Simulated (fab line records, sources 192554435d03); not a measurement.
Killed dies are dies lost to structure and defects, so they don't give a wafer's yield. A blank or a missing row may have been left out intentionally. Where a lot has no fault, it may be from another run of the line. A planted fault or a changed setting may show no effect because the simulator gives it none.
Split-lot experiment	flow n5-finfet	route with 1938 steps; 7 lots, 21 wafers read

## ON THE SPLIT
At N5_BEOL_M5_TRENCH_ETCH_37 (etches SiCOH lowk in C4F6/O2, target depth 71.652 nm, time 24.7 s), the setting time-s was moved away from the recipe's 24.7 s on 7 of the 21 wafers read, by -18.8% to +18.1%. This setting was run at the recipe's value on the other wafers.

## FROM THE SPLIT TO THE READING: what the file shows between them, 2 steps
- N5_BEOL_M5_ETCH_41: etches SiCN in CH3F/O2, target depth 31.5 nm, time 56.7 s
- N5_BEOL_M5_STRIP_91: strips in N2/H2, time 10 s

## THE READING
trench-depth-nm, in nm, at N5_BEOL_M5_OCD_MEAS_38. On this fab line, fault-free wafers typically give 70.9 nm with a standard deviation of 1.4 nm.

wafer	tool, chamber at the split	time-s as run, s	against the recipe	trench-depth-nm, nm	against lot-mates on the recipe
L074.3	rie-diel-02, 0	24.7	recipe	69.3	-
L074.4	rie-diel-02, 1	24.7	recipe	69.5	-
L074.6	rie-diel-02, 0	24.7	recipe	70.2	-
L078.1	rie-diel-02, 2	26.39	+6.8%	76.6	+7.2
L078.2	rie-diel-02, 0	24.7	recipe	69.3	-
L078.4	rie-diel-02, 0	24.7	recipe	69.4	-
L083.4	rie-diel-04, 2	24.7	recipe	72.0	-
L083.5	rie-diel-04, 0	21.2	-14.2%	58.5	-13.5
L083.6	rie-diel-04, 1	21.2	-14.2%	60.9	-11.1
L087.2	rie-diel-04, 0	24.7	recipe	68.4	-
L087.3	rie-diel-04, 1	24.7	recipe	70.0	-
L087.6	rie-diel-04, 2	24.7	recipe	71.7	-
L089.2	rie-diel-05, 1	24.7	recipe	71.2	-
L089.3	rie-diel-05, 0	29.18	+18.1%	83.4	+12.2
L089.4	rie-diel-05, 3	29.18	+18.1%	84.2	+13.0
L091.2	rie-diel-02, 2	24.7	recipe	70.0	-
L091.3	rie-diel-02, 0	24.7	recipe	69.0	-
L091.4	rie-diel-02, 1	24.7	recipe	69.9	-
L096.1	rie-diel-04, 0	20.05	-18.8%	54.9	-18.4
L096.4	rie-diel-04, 3	24.7	recipe	73.3	-
L096.6	rie-diel-04, 2	20.05	-18.8%	58.6	-14.7

FIT RESULTS
A straight line over all 21 wafers: trench-depth-nm changes by +0.741 nm for each +1% of time-s; r = +0.98; the points scatter about the line by 1.4 nm.
The same after taking each lot's own level away (the mean of its wafers on the recipe; 21 wafers): +0.81 nm for each +1%; r = +0.99; scatter 1.3 nm.
Per that fit: largest time-s move, reading shift of 15 nm.
The span of the lots' own levels, 69.35 to 73.30 nm, comes to 2.8 times the standard deviation stated above.
So the lot-to-lot level changes the slope little: the two slopes agree.
Check: for one of the wafers moved furthest among these (-18.8%), held out of the fit, the line's prediction against its lot-mates is -14.8 nm. Against them it came out at -18.4 nm.

## OTHER SPLITS APPLIED TO THESE WAFERS
These wafers also went through other splits before the reading. Each is held against what the fit with the lots' levels taken away leaves over:
other split on the same wafers	wafers away from the commonest value	r with trench-depth-nm (lot level and that fit taken away)
N5_BEOL_M2_COAT_67 spin-rpm	3	+0.13
N5_BEOL_M2_COAT_68 spin-rpm	8	+0.16
N5_BEOL_M3_COAT_22 spin-rpm	8	+0.02
N5_BEOL_M4_EXPOSE_25 dose-mj	7	+0.01
N5_BEOL_M4_DESCUM_33 time-s	6	+0.17
N5_BEOL_M5_COAT_71 spin-rpm	7	+0.44

## THE WHOLE CHAIN: every reading that the file lists as answering this split, in the file's order
step	what it does	reading	change (the file's fit)	r (the file's)
N5_BEOL_M5_TRENCH_ETCH_37	etches SiCOH lowk in C4F6/O2, target depth 71.652 nm, time 24.7 s	BEOL_M5.feature-depth-nm (the simulator's own value, which no gauge read)	+0.818 nm for each +1% of the setting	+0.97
N5_BEOL_M5_TRENCH_ETCH_37	etches SiCOH lowk in C4F6/O2, target depth 71.652 nm, time 24.7 s	etch.depth-nm (the simulator's own value, which no gauge read)	+0.818 nm for each +1% of the setting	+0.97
N5_BEOL_M5_OCD_MEAS_38		trench-depth-nm	+0.819 nm for each +1% of the setting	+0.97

## FILE'S OWN FIT
trench-depth-nm changes by +0.819 nm for each +1% of time-s, r = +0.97.
